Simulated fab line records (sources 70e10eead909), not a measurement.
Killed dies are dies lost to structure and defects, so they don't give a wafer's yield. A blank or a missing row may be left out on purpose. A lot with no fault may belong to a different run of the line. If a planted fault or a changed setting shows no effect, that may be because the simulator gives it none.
fab line records ; flow nand_harc
record: lots: 6; wafers: 18; last_day: 24
route steps=1159 shown A_CONTACT@934 A_BLC@964 END@1159
lots untouched by any fault: they come from a run of this same line in which no faults occurred
start_h: hours from the record's opening day to when the first of the lot's shown wafers began ; wait_h: time in hours since the lot's previous step ; " same as the row above ; L1.1+2: a row that stands for several wafers ; - either no value or no given start ; * or withheld: withheld ; < > ~ a bound
route shown NAME@n: NAME is a module with steps in the file, n the number in the route of the first one ; usual: mean/standard deviation taken from wafers without a fault ; same: alike in all rows ; chamber/n: place in a boat ; sites: each site's reading ; _std_site: their standard deviation ; _edge_site: outer sites' mean less inner sites' ; radius_mm: how far each site lies from the wafer's centre ; mask NAME#n: copy n ; behind: the most recent tool/chamber to have shaped the wafer ; hold: reason for holding the lot/hours on hold/outcome of the hold ; device: whichever transistor did not switch (one of n, p or np) ; end of line: the tests these same wafers got at the end of their route ; a step given without rows: its recipe and nothing more ; killed: at the first sort, the dies lost to defects and structure; wafer yield is something else ; map: a wafer's dies, marking killed ones x, the rest . and places with no die _
set.NAME: the setting the step ran with; set.NAME@STEP: the setting that earlier step ran with ; model.NAME: the simulator's own value behind a step, which no gauge read
lots seen at some steps along the route; tables by step, rows by wafer
services: the hour from which a tool's chamber was out of use, counted from the record's first day as start_h (under 0 if before that day), plus the number of hours and why
== steps ==
step: NHARC_A_CONTACT_DEVELOP_07
recipe: develop_time_s: 35; dev_temp_c: 23
step: NHARC_A_CONTACT_CD_MEAS_08
recipe: target_cd_nm: 100; landing_energy_ev: 500
usual: cd_nm: 100.4/0.5
lot.wafer;tool;chamber;start_h;wait_h;cd_nm
L525.1;cd_sem-02;0;421.91;-;100.8
L525.3;cd_sem-02;0;421.91;-;100.3
L525.5;cd_sem-02;0;421.91;-;100.4
L529.4;cd_sem-03;0;462.87;-;100.1
L529.5;cd_sem-03;0;462.87;-;100.5
L529.6;cd_sem-03;0;462.87;-;100.0
L534.2;cd_sem-02;0;476.37;-;100.7
L534.3;cd_sem-02;0;476.37;-;100.6
L534.6;cd_sem-02;0;476.37;-;100.7
L537.2;cd_sem-02;0;493.10;-;99.8
L537.4;cd_sem-02;0;493.10;-;100.2
L537.6;cd_sem-02;0;493.10;-;99.9
L536.1;cd_sem-01;0;493.31;-;101.2
L536.2;cd_sem-01;0;493.31;-;100.6
L536.4;cd_sem-01;0;493.31;-;100.9
L541.3;cd_sem-03;0;518.37;-;100.4
L541.4;cd_sem-03;0;518.37;-;100.1
L541.5;cd_sem-03;0;518.37;-;100.2
step: NHARC_A_CONTACT_OVL_MEAS_09
usual: overlay_x_nm: 0.0/0.61; overlay_y_nm: 0.0/0.86
lot.wafer;tool;chamber;start_h;wait_h;overlay_x_nm;overlay_y_nm
L525.1;overlay-02;-;422.00;-;0.3;0.9
L525.3;overlay-02;-;422.00;-;-0.2;1.5
L525.5;overlay-02;-;422.00;-;0.4;0.6
L529.4;overlay-02;-;462.95;-;0.3;-1.5
L529.5;overlay-02;-;462.95;-;0.8;-1.2
L529.6;overlay-02;-;462.95;-;0.5;-0.6
L534.2;overlay-01;-;476.46;-;0.4;1.5
L534.3;overlay-01;-;476.46;-;0.7;2.0
L534.6;overlay-01;-;476.46;-;0.5;1.9
L537.2;overlay-02;-;493.19;-;-1.2;0.3
L537.4;overlay-02;-;493.19;-;-0.7;0.2
L537.6;overlay-02;-;493.19;-;-0.4;0.3
L536.1;overlay-02;-;493.40;-;-0.9;-0.5
L536.2;overlay-02;-;493.40;-;-1.2;-0.3
L536.4;overlay-02;-;493.40;-;-0.1;-0.7
L541.3;overlay-01;-;518.46;-;-1.0;0.1
L541.4;overlay-01;-;518.46;-;-0.9;0.7
L541.5;overlay-01;-;518.46;-;-1.3;0.8
step: NHARC_A_CONTACT_INSPECT_10
usual: raw_defect_count: 31/14
lot.wafer;tool;chamber;start_h;wait_h;raw_defect_count
L525.1;defect_inspect-01;-;422.04;0.0;37
L525.3;defect_inspect-01;-;422.04;0.0;24
L525.5;defect_inspect-01;-;422.04;0.0;28
L529.4;defect_inspect-01;-;462.99;0.0;26
L529.5;defect_inspect-01;-;462.99;0.0;24
L529.6;defect_inspect-01;-;462.99;0.0;33
L534.2;defect_inspect-01;-;476.50;0.0;26
L534.3;defect_inspect-01;-;476.50;0.0;42
L534.6;defect_inspect-01;-;476.50;0.0;32
L537.2;defect_inspect-02;-;493.22;0.0;14
L537.4;defect_inspect-02;-;493.22;0.0;21
L537.6;defect_inspect-02;-;493.22;0.0;14
L536.1;defect_inspect-02;-;493.43;0.0;51
L536.2;defect_inspect-02;-;493.43;0.0;56
L536.4;defect_inspect-02;-;493.43;0.0;60
L541.3;defect_inspect-01;-;518.49;0.0;17
L541.4;defect_inspect-01;-;518.49;0.0;17
L541.5;defect_inspect-01;-;518.49;0.0;10
step: NHARC_A_CONTACT_DESCUM_13
recipe: time_s: 3; o2_flow_sccm: 200; ar_flow_sccm: 0; bias_power_w: 0; chemistry: O2
step: NHARC_A_CONTACT_ETCH_88
recipe: target_depth_a: 390; over_etch_frac: 0.3; time_s: 65; ion_energy_ev: 80; cf4_flow_sccm: 150; ar_flow_sccm: 0; rf_w: 300; bias_w: 100; chemistry: CF4
step: NHARC_A_CONTACT_ETCH_89
recipe: target_depth_a: 2600; over_etch_frac: 0.3; time_s: 475.3; ion_energy_ev: 200; n2_flow_sccm: 150; h2_flow_sccm: 150; ar_flow_sccm: 0; rf_w: 400; bias_w: 150; chemistry: N2/H2
step: NHARC_A_CONTACT_ETCH_30
recipe: target_depth_a: 605; time_s: 30.2; cf4_flow_sccm: 100; chf3_flow_sccm: 30; ar_flow_sccm: 0; rf_w: 500; bias_w: 200; chemistry: CF4/CHF3
usual: chf3_flow_sccm: 30.00/0.086; drypump_motor_current_A: 5.8/0.41; oes_product_au: 0.934/0.02; rf_vpp_V: 370.5/2.2; showerhead_plenum_p_Torr: 1.57/0.066; throttle_valve_pct: 16.802/0.0085
same: time_s: 30.2
lot.wafer;tool;chamber;start_h;wait_h;chf3_flow_sccm;drypump_motor_current_A;oes_product_au;rf_hours_counter_h;rf_vpp_V;showerhead_plenum_p_Torr;throttle_valve_pct
L525.1;rie_diel-08;2;-;-;29.65;4.9;0.927;20;372.9;1.66;16.782
L525.3;rie_diel-08;0;-;-;29.87;6.3;0.937;19;368.0;1.52;16.812
L525.5;rie_diel-08;2;-;-;29.85;4.9;0.925;-;374.1;1.66;16.796
L529.4;rie_diel-04;0;-;-;29.96;5.7;0.917;62;373.1;1.60;16.803
L529.6;rie_diel-04;2;-;-;29.92;5.6;0.930;-;372.7;1.67;16.802
L529.5;rie_diel-04;3;-;-;30.09;6.0;0.915;-;371.1;1.61;16.784
L534.2;rie_diel-04;2;-;-;30.03;5.6;0.959;1;373.8;1.67;16.803
L534.3;rie_diel-04;3;-;-;30.00;6.0;0.952;1;372.0;1.61;16.817
L534.6;rie_diel-04;0;-;-;30.01;5.7;0.923;-;371.5;1.60;16.798
L537.2;rie_diel-08;2;-;-;29.98;4.9;0.981;1;371.5;1.66;16.791
L537.4;rie_diel-08;0;-;-;30.09;6.3;0.977;1;366.2;1.52;16.797
L537.6;rie_diel-08;2;-;-;30.15;4.9;0.989;-;373.3;1.66;16.787
L536.2;rie_diel-04;3;-;-;29.98;6.0;0.921;4;371.8;1.61;16.802
L536.1;rie_diel-04;0;-;-;29.99;5.7;0.912;4;372.7;1.60;16.796
L536.4;rie_diel-04;1;-;-;30.02;5.5;0.934;4;369.1;1.54;16.810
L541.4;rie_diel-08;0;-;-;29.82;6.2;0.931;6;368.1;1.51;16.797
L541.3;rie_diel-08;2;-;-;30.08;4.9;0.926;5;374.3;1.66;16.799
L541.5;rie_diel-08;0;-;-;29.83;6.3;0.928;-;370.1;1.51;16.801
step: NHARC_A_CONTACT_ETCH_31
recipe: target_depth_a: 20000; over_etch_frac: 0.3; time_s: 520; ion_energy_ev: 150; o2_flow_sccm: 400; cos_flow_sccm: 20; ar_flow_sccm: 0; rf_w: 500; bias_w: 300; chemistry: O2/COS
step: NHARC_A_CONTACT_ETCH_134
recipe: source_w: withheld; pressure_mtorr: 20; bias_v: withheld; time_s: 140; target_depth_a: 7000; ar_flow_sccm: withheld; c4f8_flow_sccm: withheld; o2_flow_sccm: withheld; chemistry: C4F8/O2/Ar
same: time_s: 140
lot.wafer;tool;chamber;start_h;wait_h;rf_hours_counter_h
L525.1;har_cap_etch-02;1;423.12;-;15
L525.3;har_cap_etch-02;1;423.12;-;-
L525.5;har_cap_etch-02;1;423.12;-;-
L529.4;har_cap_etch-02;1;465.79;-;-
L529.6;har_cap_etch-02;1;465.79;-;-
L529.5;har_cap_etch-02;0;465.79;-;-
L534.2;har_cap_etch-02;1;477.69;-;25
L534.3;har_cap_etch-02;0;477.69;-;-
L534.6;har_cap_etch-02;1;477.69;-;-
L537.2;har_cap_etch-01;1;494.31;-;80
L537.4;har_cap_etch-01;1;494.31;-;-
L537.6;har_cap_etch-01;0;494.31;-;-
L536.1;har_cap_etch-03;1;494.87;-;108
L536.2;har_cap_etch-03;0;494.87;-;108
L536.4;har_cap_etch-03;0;494.87;-;-
L541.4;har_cap_etch-01;1;519.61;-;-
L541.3;har_cap_etch-01;0;519.61;-;-
L541.5;har_cap_etch-01;1;519.61;-;-
step: NHARC_A_CONTACT_ETCH_135
recipe: source_w: withheld; pressure_mtorr: 20; bias_v: 3000; time_s: 132; target_depth_a: 12870; ar_flow_sccm: withheld; c4f8_flow_sccm: withheld; o2_flow_sccm: withheld; chemistry: C4F8/O2/Ar
same: time_s: 132
lot.wafer;tool;chamber;start_h;wait_h;rf_hours_counter_h
L525.1;har_cap_etch-02;1;423.31;0.2;15
L525.3;har_cap_etch-02;1;423.31;0.2;-
L525.5;har_cap_etch-02;1;423.31;0.2;-
L529.4;har_cap_etch-02;1;465.97;0.1;-
L529.6;har_cap_etch-02;1;465.97;0.1;-
L529.5;har_cap_etch-02;0;465.97;0.1;-
L534.2;har_cap_etch-02;1;477.88;0.2;25
L534.3;har_cap_etch-02;0;477.88;0.2;-
L534.6;har_cap_etch-02;1;477.88;0.2;-
L537.2;har_cap_etch-01;1;494.50;0.2;80
L537.4;har_cap_etch-01;1;494.50;0.2;-
L537.6;har_cap_etch-01;0;494.50;0.2;-
L536.1;har_cap_etch-03;1;495.06;0.2;108
L536.2;har_cap_etch-03;0;495.06;0.2;108
L536.4;har_cap_etch-03;0;495.06;0.2;-
L541.4;har_cap_etch-01;1;519.78;0.1;-
L541.3;har_cap_etch-01;0;519.78;0.1;-
L541.5;har_cap_etch-01;1;519.78;0.1;-
step: NHARC_A_CONTACT_ETCH_136
recipe: source_w: withheld; pressure_mtorr: 20; bias_v: 3000; time_s: 132; target_depth_a: 12870; ar_flow_sccm: withheld; c4f8_flow_sccm: withheld; o2_flow_sccm: withheld; chemistry: C4F8/O2/Ar
step: NHARC_A_CONTACT_ETCH_137
recipe: source_w: withheld; pressure_mtorr: 20; bias_v: 3000; time_s: 132; target_depth_a: 12870; ar_flow_sccm: withheld; c4f8_flow_sccm: withheld; o2_flow_sccm: withheld; chemistry: C4F8/O2/Ar
same: time_s: 132
lot.wafer;tool;chamber;start_h;wait_h;rf_hours_counter_h
L525.1;har_cap_etch-02;1;423.55;0.1;16
L525.3;har_cap_etch-02;1;423.55;0.1;-
L525.5;har_cap_etch-02;1;423.55;0.1;-
L529.4;har_cap_etch-02;1;466.22;0.1;-
L529.6;har_cap_etch-02;1;466.22;0.1;-
L529.5;har_cap_etch-02;0;466.22;0.1;-
L534.2;har_cap_etch-02;1;478.12;0.1;25
L534.3;har_cap_etch-02;0;478.12;0.1;-
L534.6;har_cap_etch-02;1;478.12;0.1;-
L537.2;har_cap_etch-01;1;494.74;0.1;80
L537.4;har_cap_etch-01;1;494.74;0.1;-
L537.6;har_cap_etch-01;0;494.74;0.1;-
L536.1;har_cap_etch-03;1;495.31;0.1;108
L536.2;har_cap_etch-03;0;495.31;0.1;108
L536.4;har_cap_etch-03;0;495.31;0.1;-
L541.4;har_cap_etch-01;1;520.02;0.1;-
L541.3;har_cap_etch-01;0;520.02;0.1;-
L541.5;har_cap_etch-01;1;520.02;0.1;-
step: NHARC_A_CONTACT_ETCH_138
recipe: source_w: withheld; pressure_mtorr: 20; bias_v: 3000; time_s: 132; target_depth_a: 12890; ar_flow_sccm: withheld; c4f8_flow_sccm: withheld; o2_flow_sccm: withheld; chemistry: C4F8/O2/Ar
same: time_s: 132
lot.wafer;tool;chamber;start_h;wait_h;rf_hours_counter_h
L525.1;har_cap_etch-02;1;423.68;0.1;16
L525.3;har_cap_etch-02;1;423.68;0.1;-
L525.5;har_cap_etch-02;1;423.68;0.1;-
L529.4;har_cap_etch-02;1;466.34;0.1;-
L529.6;har_cap_etch-02;1;466.34;0.1;-
L529.5;har_cap_etch-02;0;466.34;0.1;-
L534.2;har_cap_etch-02;1;478.25;0.1;26
L534.3;har_cap_etch-02;0;478.25;0.1;-
L534.6;har_cap_etch-02;1;478.25;0.1;-
L537.2;har_cap_etch-01;1;494.87;0.1;80
L537.4;har_cap_etch-01;1;494.87;0.1;-
L537.6;har_cap_etch-01;0;494.87;0.1;-
L536.1;har_cap_etch-03;1;495.43;0.1;108
L536.2;har_cap_etch-03;0;495.43;0.1;108
L536.4;har_cap_etch-03;0;495.43;0.1;-
L541.4;har_cap_etch-01;1;520.14;0.1;-
L541.3;har_cap_etch-01;0;520.14;0.1;-
L541.5;har_cap_etch-01;1;520.14;0.1;-
step: NHARC_A_CONTACT_ETCH_139
recipe: source_w: withheld; pressure_mtorr: 20; bias_v: 400; time_s: 137; target_depth_a: 5900; ar_flow_sccm: withheld; c4f8_flow_sccm: 11.5; o2_flow_sccm: 7.2; chemistry: C4F8/O2/Ar
step: NHARC_A_CONTACT_ETCH_92
recipe: target_depth_a: 400; over_etch_frac: 0.5; time_s: 85.7; ion_energy_ev: 120; ch3f_flow_sccm: 50; o2_flow_sccm: 30; ar_flow_sccm: 200; rf_w: 500; bias_w: 100; chemistry: CH3F/O2
step: NHARC_A_CONTACT_ETCH_98
recipe: target_depth_a: 200; over_etch_frac: 0.5; time_s: 10; ion_energy_ev: 250; c4f6_flow_sccm: 25; o2_flow_sccm: 20; ar_flow_sccm: 500; rf_w: 600; bias_w: 500; chemistry: C4F6/O2
step: NHARC_A_CONTACT_CD_MEAS_15
usual: cd_nm: 90.1/0.49
lot.wafer;tool;chamber;start_h;wait_h;cd_nm
L525.1;cd_sem-02;-;424.76;-;90.6
L525.3;cd_sem-02;-;424.76;-;90.5
L525.5;cd_sem-02;-;424.76;-;90.7
L529.4;cd_sem-01;-;467.06;-;90.6
L529.5;cd_sem-01;-;467.06;-;90.7
L529.6;cd_sem-01;-;467.06;-;90.0
L534.2;cd_sem-02;-;478.97;-;89.6
L534.3;cd_sem-02;-;478.97;-;89.9
L534.6;cd_sem-02;-;478.97;-;90.1
L537.2;cd_sem-01;-;495.59;-;89.4
L537.4;cd_sem-01;-;495.59;-;89.2
L537.6;cd_sem-01;-;495.59;-;89.6
L536.1;cd_sem-03;-;496.17;-;89.4
L536.2;cd_sem-03;-;496.17;-;90.2
L536.4;cd_sem-03;-;496.17;-;90.0
L541.3;cd_sem-02;-;520.86;-;90.4
L541.4;cd_sem-02;-;520.86;-;90.1
L541.5;cd_sem-02;-;520.86;-;90.5
step: NHARC_A_CONTACT_STRIP_107
recipe: n2_flow_sccm: 150; h2_flow_sccm: 150; ar_flow_sccm: 0; bias_w: 0; chemistry: N2/H2
step: NHARC_A_CONTACT_STRIP_108
recipe: cf4_flow_sccm: 100; chf3_flow_sccm: 30; ar_flow_sccm: 0; bias_w: 0; chemistry: CF4/CHF3
step: NHARC_A_CONTACT_STRIP_109
recipe: o2_flow_sccm: 400; cos_flow_sccm: 20; ar_flow_sccm: 0; bias_w: 0; chemistry: O2/COS
step: NHARC_A_CONTACT_ETCH_110
recipe: target_depth_a: 500; overetch_a: 50; time_s: 27.5; ion_energy_ev: 100; cf4_flow_sccm: 80; o2_flow_sccm: 20; ar_flow_sccm: 0; rf_w: 300; bias_w: 100; chemistry: CF4/O2
step: NHARC_A_CONTACT_STRIP_26
recipe: o2_flow_sccm: 500; ar_flow_sccm: 0; bias_w: 0; chemistry: O2
step: NHARC_A_CONTACT_STRIP_27
recipe: time_s: 600; temp_c: 30; chemistry: post_etch_residue_remover
step: NHARC_A_CONTACT_ALD_18
recipe: target_thk_a: 30; pulse_time_s: 1; ald_cycles: 150; temp_c: 450; material: TiN
step: NHARC_A_CONTACT_CVD_19
recipe: target_thk_a: 3000; temp_c: 300; pressure_torr: 40; wf6_flow_sccm: 40; h2_flow_sccm: 1600; ar_flow_sccm: 1560; time_s: 802; material: W
step: NHARC_A_CONTACT_CMP_20
recipe: t_overpolish_s: 30; target_thk_nm: 300
usual: motor_current_A: 11.9/1.1; overpolish_run_s: 30.000/0.0097; slurry_filter_dp_kPa: 13.50/0.13; time_to_endpoint_s: 59.5/2.7
lot.wafer;tool;chamber;start_h;wait_h;motor_current_A;overpolish_run_s;slurry_filter_dp_kPa;time_to_endpoint_s
L525.3;cmp-03;2;430.10;0.4;11.6;30.003;13.64;63.7
L525.1;cmp-03;3;430.10;0.4;13.7;29.989;13.22;62.3
L525.5;cmp-03;1;430.10;0.4;11.8;30.009;13.56;64.1
L529.4;cmp-04;2;469.24;0.5;12.1;29.990;13.49;57.3
L529.6;cmp-04;2;469.24;0.5;12.1;30.022;13.25;56.8
L529.5;cmp-04;3;469.24;0.5;11.4;29.997;13.58;57.2
L534.3;cmp-01;1;492.06;0.6;9.8;29.991;13.48;59.6
L534.2;cmp-01;2;492.06;0.6;12.6;29.992;13.27;54.9
L534.6;cmp-01;0;492.06;0.6;11.5;29.991;13.78;59.4
L537.2;cmp-01;3;499.78;0.7;11.7;29.995;13.31;60.4
L537.4;cmp-01;0;499.78;0.7;11.7;29.993;13.49;60.8
L537.6;cmp-01;1;499.78;0.7;9.9;29.999;13.54;63.5
L536.4;cmp-01;3;500.50;0.5;11.7;30.004;13.36;56.4
L536.2;cmp-01;0;500.50;0.5;11.4;30.013;13.45;58.0
L536.1;cmp-01;1;500.50;0.5;9.7;29.996;13.60;60.3
L541.4;cmp-03;2;523.08;0.6;11.7;30.000;13.68;60.4
L541.3;cmp-03;3;523.08;0.6;13.7;29.993;13.36;57.2
L541.5;cmp-03;0;523.08;0.6;12.9;30.007;13.47;56.7
step: NHARC_A_CONTACT_SRD_22
step: NHARC_A_BLC_DEHYDRATE_00
recipe: temp_c: 150; time_s: 120
step: NHARC_A_BLC_HMDS_01
recipe: time_s: 30
step: NHARC_A_BLC_COAT_02
recipe: temp_c: 260; time_s: 75
step: NHARC_A_BLC_COAT_03
recipe: temp_c: 225; time_s: 65
step: NHARC_A_BLC_COAT_04
recipe: spin_rpm: 1500; resist_thk_nm: 90
step: NHARC_A_BLC_SOFTBAKE_05
recipe: temp_c: 105; time_s: 55
step: NHARC_A_BLC_EBR_06
step: NHARC_A_BLC_EXPOSE_07
recipe: na: 1.35; target_cd_nm: 100; dose_mj: 67.97; mask_id: A_BLC
step: NHARC_A_BLC_PEB_08
recipe: peb_temp_c: 100; peb_time_s: 65
step: NHARC_A_BLC_DEVELOP_09
recipe: develop_time_s: 35; dev_temp_c: 23
step: NHARC_A_BLC_CD_MEAS_10
recipe: target_cd_nm: 100; landing_energy_ev: 500
usual: cd_nm: 100.2/0.61
lot.wafer;tool;chamber;start_h;wait_h;cd_nm
L525.1;cd_sem-01;0;430.85;-;99.9
L525.3;cd_sem-01;0;430.85;-;99.9
L525.5;cd_sem-01;0;430.85;-;100.1
L529.4;cd_sem-03;0;470.17;-;100.5
L529.5;cd_sem-03;0;470.17;-;100.7
L529.6;cd_sem-03;0;470.17;-;100.7
L534.2;cd_sem-02;0;492.80;-;99.9
L534.3;cd_sem-02;0;492.80;-;99.8
L534.6;cd_sem-02;0;492.80;-;99.9
L537.2;cd_sem-01;0;500.64;-;99.8
L537.4;cd_sem-01;0;500.64;-;100.4
L537.6;cd_sem-01;0;500.64;-;100.1
L536.1;cd_sem-01;0;501.43;-;100.6
L536.2;cd_sem-01;0;501.43;-;100.3
L536.4;cd_sem-01;0;501.43;-;100.7
L541.3;cd_sem-03;0;523.82;-;99.5
L541.4;cd_sem-03;0;523.82;-;99.7
L541.5;cd_sem-03;0;523.82;-;100.2
step: NHARC_A_BLC_OVL_MEAS_11
usual: overlay_x_nm: 0.0/0.74; overlay_y_nm: -0.2/0.78
lot.wafer;tool;chamber;start_h;wait_h;overlay_x_nm;overlay_y_nm
L525.1;overlay-02;-;430.94;-;0.1;-0.5
L525.3;overlay-02;-;430.94;-;0.4;-0.4
L525.5;overlay-02;-;430.94;-;0.4;-0.7
L529.4;overlay-01;-;470.26;-;-0.7;-0.6
L529.5;overlay-01;-;470.26;-;-0.8;-0.7
L529.6;overlay-01;-;470.26;-;-0.9;-0.3
L534.2;overlay-01;-;492.88;-;-0.6;0.2
L534.3;overlay-01;-;492.88;-;-0.4;-0.1
L534.6;overlay-01;-;492.88;-;-0.1;-0.3
L537.2;overlay-02;-;500.73;-;-1.4;-0.9
L537.4;overlay-02;-;500.73;-;-0.8;-0.4
L537.6;overlay-02;-;500.73;-;-0.8;0.0
L536.1;overlay-01;-;501.52;-;0.8;-1.2
L536.2;overlay-01;-;501.52;-;0.9;-0.5
L536.4;overlay-01;-;501.52;-;0.5;-0.7
L541.3;overlay-01;-;523.92;-;0.7;0.0
L541.4;overlay-01;-;523.92;-;0.6;-0.3
L541.5;overlay-01;-;523.92;-;0.2;0.1
step: NHARC_END_SORT_01
recipe: temp_c: 25
usual: killed_at_array: 28/11; killed_at_other: 0.7/1.1; killed_at_periphery: 2.9/2; killed_dies: 32/11; killed_open: 3.2/1.8; killed_short: 2.0/1.4
same: gross_dies: 677
lot.wafer;tool;chamber;start_h;wait_h;killed_at_array;killed_at_other;killed_at_periphery;killed_dies;killed_open;killed_short
L529.4;prober-02;0;520.14;3.4;110;0;6;116;2;0
L529.6;prober-02;0;521.74;4.0;108;0;2;110;4;2
L534.2;prober-02;0;534.82;2.8;116;3;1;120;4;3
L534.6;prober-02;0;538.05;4.0;95;4;5;104;4;1
killed by level:class
L529.4 A_CONTACT:unspecified=87 A_SLIT:chamber_film_flake=10 A_CHANNEL_HOLE_D1:chamber_film_flake=4 P_GATE:chamber_film_flake=3 A_CONTACT:chamber_film_flake=3 A_ZERO_WELL:chamber_film_flake=2 A_CONTACT:geometric_particle:open=1 A_M0:geometric_particle:open=1
L529.6 A_CONTACT:unspecified=80 A_SLIT:chamber_film_flake=13 A_CONTACT:chamber_film_flake=4 A_CHANNEL_HOLE_D1:chamber_film_flake=3 A_CHANNEL_FILL_D1:geometric_particle:open=2 A_WL_FILL:geometric_particle:short=2 A_CONTACT:geometric_particle:open=2 P_M0:chamber_film_flake=2
L534.2 A_CONTACT:unspecified=88 A_SLIT:chamber_film_flake=12 A_CHANNEL_HOLE_D1:chamber_film_flake=5 A_STAIRCASE:chamber_film_flake=2 A_CONTACT:chamber_film_flake=2 THIN_TSV:chamber_film_flake=2 A_ONON_D1:geometric_particle:short=1 A_CHANNEL_FILL_D1:geometric_particle:short=1
L534.6 A_CONTACT:unspecified=70 A_SLIT:chamber_film_flake=11 P_ZERO_WELL:chamber_film_flake=4 A_CHANNEL_HOLE_D1:chamber_film_flake=4 THIN_TSV:chamber_film_flake=4 A_STAIRCASE:chamber_film_flake=3 A_CONTACT:chamber_film_flake=3 A_M0:geometric_particle:open=2
map L529.4 (x killed, . not)
____________.____________
_________......._________
_______x.........._______
______..x..........______
_____..x.x..x......._____
____.x.xxxxxx......x.____
____.xxxxxxx.....xx.x____
___..xxxxxxxx......x.x___
___...xxxxxxxx....x...___
__..xxxxxxxxxxx...x....__
__....xxxxxxxx......x..__
_....xxxxxxxx..........._
_....xxxxxxxx......x...._
_...x..xxxxxx..........._
_....xxxxxxxx......x...._
_.....x...x............._
.........................
...x...x.x.............xx
...x.....................
.........................
.........................
_....x.................._
_......................._
_......................._
_......x................_
_........x.x............_
__.....................__
__.x.....x.............__
___.......x........x..___
___...............x...___
____...x.............____
____.................____
_____...........x..._____
______............x______
_______..........._______
_________......._________
____________.____________
map L534.2 (x killed, . not)
____________.____________
_________......._________
_______.x........._______
______.xxx.........______
_____x.xxxxx........_____
____.xx.xxxx........x____
____..xxxxxxx.....x..____
___..xxxxxxx.x......x.___
___.xxxxxxxxxx....x.xx___
__...xxxxxxxxx.....xx.x__
__...x.xxxxx......xx...__
_.....xxxxxxx..........._
_....xxxxxxxx..........._
_....xxxxxxx.........x.._
_....xxxxxxx............_
_........xx........x...._
......xx..x.........x....
...............x.x.......
.........x...............
.....................x...
..........x....x.........
_.x....................._
_......................._
_......................._
_.................x....._
_......................._
__.....................__
__....................x__
___...................___
___.............xx.x..___
____.................____
____...............xx____
_____............x.._____
______.............______
_______.x........._______
_________......._________
____________.____________
== services ==
tool;chamber;start_h;hours;kind
cmp-04;-;407.49;4.0;pm
har_cap_etch-02;-;407.79;0.4;repair
rie_diel-08;0;408.96;-;clean
rie_diel-08;1;408.96;-;clean
rie_diel-08;2;408.96;-;clean
rie_diel-08;3;408.96;-;clean
rie_diel-04;3;419.08;20.6;repair
rie_diel-04;0;420.55;-;clean
rie_diel-04;1;420.55;-;clean
rie_diel-04;2;420.55;-;clean
cmp-01;-;422.37;7.6;repair
rie_diel-08;0;433.46;-;clean
rie_diel-08;1;433.46;-;clean
rie_diel-08;2;433.46;-;clean
rie_diel-08;3;433.46;-;clean
cmp-03;-;436.45;0.8;repair
cmp-03;-;450.09;4.0;pm
cmp-01;-;455.11;1.2;repair
rie_diel-04;-;466.31;9.0;pm
cmp-01;-;473.50;4.0;pm
rie_diel-08;-;478.86;9.0;pm
rie_diel-08;-;504.61;0.9;repair
cmp-04;-;505.50;4.0;pm
rie_diel-08;1;510.47;3.5;repair
== key ==
first_sign: step: NHARC_END_SORT_01; reading: killed_at_array; direction: up; sigmas: 7.2; usual: 28; struck: 107
effect: step: NHARC_END_SORT_01; reading: killed_dies; direction: up; sigmas: 7.1; usual: 32; struck: 112
more_kills_born_at: NHARC_A_CONTACT_ETCH_137@har_cap_etch-02: 324
met_at NHARC_A_CONTACT_ETCH_137
struck_wafers L529.4,L529.6,L534.2,L534.6
tester_left_out L529,L534
onset_between 423.55 466.22
fault: kind: chamber_particle_source; tool: har_cap_etch-02; chamber: 1; onset_h: 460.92; steps: NHARC_A_CONTACT_ETCH_137; rate_per_visit_cm2: 0.64302; end_h: 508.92
tester_left_out: of these lots the tester's yield and bins aren't shown, on N5 and GAA mostly nor the transistor test; their killed dies are dies lost to structure and defects alone, not to doping, threshold or leakage, so they don't give the yield
